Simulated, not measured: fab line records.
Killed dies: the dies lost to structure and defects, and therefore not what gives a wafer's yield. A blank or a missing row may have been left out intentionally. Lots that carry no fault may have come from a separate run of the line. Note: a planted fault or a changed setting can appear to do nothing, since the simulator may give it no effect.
Comparing a struck lot with a sound one / flow nand_harc / 39 steps out of a route of 1302
Sound: these wafers, L275.3, L275.4, L275.5. Struck: wafers L265.4, L265.6 (left out: L265.2, a lot-mate that was not struck); the cause follows at the end.
For every step that has rows: the tool of each side, followed by ch and its chambers, followed by its first start. Under that, the readings that differ: sound wafers / struck wafers / difference of the means / sigmas: that difference in standard deviations of wafers without a fault.
alike: readings with means less than 2 such deviations apart, plus words and numbers identical on both sides. not compared: withheld readings, readings lacking a value on some wafer, bounds such as >300 that could conceal the same value, and numbers that have no deviation in the record and whose values overlap.
The two part at a step that has a row with sigmas, a row that says differs or no value, or rows on one side only. When numbers do not overlap yet have no deviation, they are printed without sigmas and do not part them. A reading missing from all wafers of one side parts the sides only when that side holds two or more wafers.

first, 2 steps without rows for these wafers: NHARC_A_STAIRCASE_HARDBAKE_218 (time 140 s); NHARC_A_STAIRCASE_DESCUM_219 (chemistry O2, time 3 s).
NHARC_A_STAIRCASE_TRIM_220: chemistry O2, time 211.2 s.
  sound on rie_diel-12 ch 1,3, day 22 15:24; struck on rie_diel-12 ch 1, day 18 15:23
  alike: drypump_motor_current_A, oes_product_au, rf_vpp_V, showerhead_plenum_p_Torr, throttle_valve_pct
  not compared: rf_hours_counter_h
then, 3 steps without rows for these wafers: NHARC_A_STAIRCASE_ETCH_221 (etches the open film in C4F8/O2, target depth 100 nm, time 40.5 s); NHARC_A_STAIRCASE_TRIM_222 (chemistry O2, time 211.2 s); NHARC_A_STAIRCASE_ETCH_223 (etches the open film in C4F8/O2, target depth 100 nm, time 40.5 s).
NHARC_A_STAIRCASE_TRIM_224: chemistry O2, time 211.2 s.
  sound on rie_diel-12 ch 0,1,2; struck on rie_diel-12 ch 1,2
  alike: drypump_motor_current_A, oes_product_au, rf_vpp_V, showerhead_plenum_p_Torr, throttle_valve_pct
  not compared: rf_hours_counter_h
then, 2 steps without rows for these wafers: NHARC_A_STAIRCASE_ETCH_225 (etches the open film in C4F8/O2, target depth 100 nm, time 40.5 s); NHARC_A_STAIRCASE_TRIM_226 (chemistry O2, time 211.2 s).
NHARC_A_STAIRCASE_ETCH_227: etches the open film in C4F8/O2, target depth 100 nm, time 40.5 s.
  sound on rie_diel-12 ch 1,2,3; struck on rie_diel-12 ch 0
reading=oes_product_au (a.u.); sound=0.954 0.946 0.946; struck=0.970 0.972; difference=+0.022; sigmas=+2
  alike: bias_w, rf_vpp_V
  not compared: rf_hours_counter_h
NHARC_A_STAIRCASE_TRIM_229: chemistry O2, time 211.2 s.
  sound on rie_diel-03 ch 2,3, day 22 16:25; struck on rie_diel-12 ch 3, day 18 16:34
reading=showerhead_plenum_p_Torr (Torr); sound=3.80 3.80 3.52; struck=3.33 3.33; difference=-0.38; sigmas=-3
  alike: drypump_motor_current_A, oes_product_au, rf_vpp_V, throttle_valve_pct
  not compared: rf_hours_counter_h
then, 20 steps without rows for these wafers: NHARC_A_STAIRCASE_ETCH_230 (etches the open film in C4F8/O2, target depth 100 nm, time 40.5 s); NHARC_A_STAIRCASE_TRIM_231 (chemistry O2, time 211.2 s); NHARC_A_STAIRCASE_ETCH_232 (etches the open film in C4F8/O2, target depth 100 nm, time 40.5 s); NHARC_A_STAIRCASE_TRIM_233 (chemistry O2, time 211.2 s); NHARC_A_STAIRCASE_ETCH_234 (etches the open film in C4F8/O2, target depth 100 nm, time 40.5 s); NHARC_A_STAIRCASE_TRIM_235 (chemistry O2, time 211.2 s); NHARC_A_STAIRCASE_ETCH_236 (etches the open film in C4F8/O2, target depth 100 nm, time 40.5 s); NHARC_A_STAIRCASE_STRIP_238 (strips in O2); NHARC_A_STAIRCASE_STRIP_239 (strips in SPM, time 900 s); NHARC_A_STAIRCASE_PRECLEAN_240 (cleans in SC1); NHARC_A_STAIRCASE_SRD_241; NHARC_A_STAIRCASE_DEHYDRATE_242 (time 120 s); NHARC_A_STAIRCASE_HMDS_243 (time 30 s); NHARC_A_STAIRCASE_COAT_244; NHARC_A_STAIRCASE_SOFTBAKE_245 (time 170 s); NHARC_A_STAIRCASE_EBR_246; NHARC_A_STAIRCASE_EXPOSE_247 (exposes mask SDS 1); NHARC_A_STAIRCASE_PEB_248 (peb time 130 s); NHARC_A_STAIRCASE_DEVELOP_249 (time 140 s); NHARC_A_STAIRCASE_HARDBAKE_251 (time 140 s).
NHARC_A_STAIRCASE_DESCUM_252: chemistry O2, time 3 s.
  sound on rie_diel-12 ch 0,1,2, day 22 20:40; struck on rie_diel-12 ch 1, day 18 19:09
  alike: drypump_motor_current_A, oes_product_au, rf_vpp_V, showerhead_plenum_p_Torr, throttle_valve_pct
  not compared: rf_hours_counter_h
then, 5 steps without rows for these wafers: NHARC_A_STAIRCASE_ETCH_253 (etches the open film in C4F8/O2, target depth 50 nm, time 20.2 s); NHARC_A_STAIRCASE_STRIP_254 (strips in O2); NHARC_A_STAIRCASE_STRIP_255 (strips in SPM, time 900 s); NHARC_A_STAIRCASE_PRECLEAN_256 (cleans in SC1); NHARC_A_STAIRCASE_SRD_257.
NHARC_A_STAIRCASE_HM_DEP_456: deposits aC, target thk 3100 nm.
  sound on acl_dep-02 ch 0, day 22 23:47; struck on acl_dep-01 ch 0, day 19 01:34
  alike: throttle_valve_pct
-- break in the record here, with 8 days between the starts of the struck wafers on either side (left off in module A_STAIRCASE, picked up again in module END, where the first step shown is number 1302 on the route) --
NHARC_END_SORT_01:
  the record has rows for the struck wafers here (prober-01 ch 0, day 26 21:08) and none for the sound ones

## WHERE THEY PART
Earliest at NHARC_A_STAIRCASE_ETCH_227; latest, in this record, at NHARC_END_SORT_01.

WHY: what had been put in by the simulator
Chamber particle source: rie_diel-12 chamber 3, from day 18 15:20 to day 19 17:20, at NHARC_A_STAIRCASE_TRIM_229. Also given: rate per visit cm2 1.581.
